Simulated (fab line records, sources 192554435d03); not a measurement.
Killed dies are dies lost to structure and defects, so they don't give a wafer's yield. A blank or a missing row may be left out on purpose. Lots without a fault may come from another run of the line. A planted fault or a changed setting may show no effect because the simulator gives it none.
Chamber matching | flow n5_finfet | N5_BEOL_M2_ETCH_70 on rie_diel-05: 4 sister chambers
The step etches SOC in N2/H2, target depth 80 nm, overetch 24 nm, time 130 s. 4 wafers are shown with their chamber, then 9 later ones without.

WAFERS WITH THEIR CHAMBER
wafer  | chamber | showerhead_plenum_p_Torr (Torr)
L085.2 | 0       | 2.69
L088.1 | 2       | 2.57
L088.2 | 3       | 2.46
L088.3 | 1       | 2.64

WAFERS WITHOUT THEIR CHAMBER
wafer  | showerhead_plenum_p_Torr (Torr)
L088.4 | 2.57
L088.5 | 2.46
L088.6 | 2.64
L090.3 | 2.46
L090.4 | 2.63
L090.6 | 2.46
L092.1 | 2.56
L092.2 | 2.45
L092.3 | 2.68

WHICH CHAMBER EACH WENT THROUGH
wafer  | from the rows above | in truth
L088.4 | 2                   | 2
L088.5 | 3                   | 3
L088.6 | 1                   | 1
L090.3 | 3                   | 3
L090.4 | 1                   | 1
L090.6 | 3                   | 3
L092.1 | 2                   | 2
L092.2 | 3                   | 3
L092.3 | 0                   | 0
Placed correctly: 9 of 9. Can't be placed from these rows: 0. Placed wrongly: 0.
How it was worked out, from the rows above alone: a wafer's distance from a chamber is the root of the sum, over the readings, of the square of ((its reading less the chamber's mean) divided by the reading's scatter). The wafer belongs to the nearest chamber; if the next one is less than 2 further off, it can't be placed. A chamber's mean is the mean of its shown wafers. The scatter: with one shown wafer a chamber, the root of the mean of the squares of how far each hidden wafer lies from its nearest shown one.
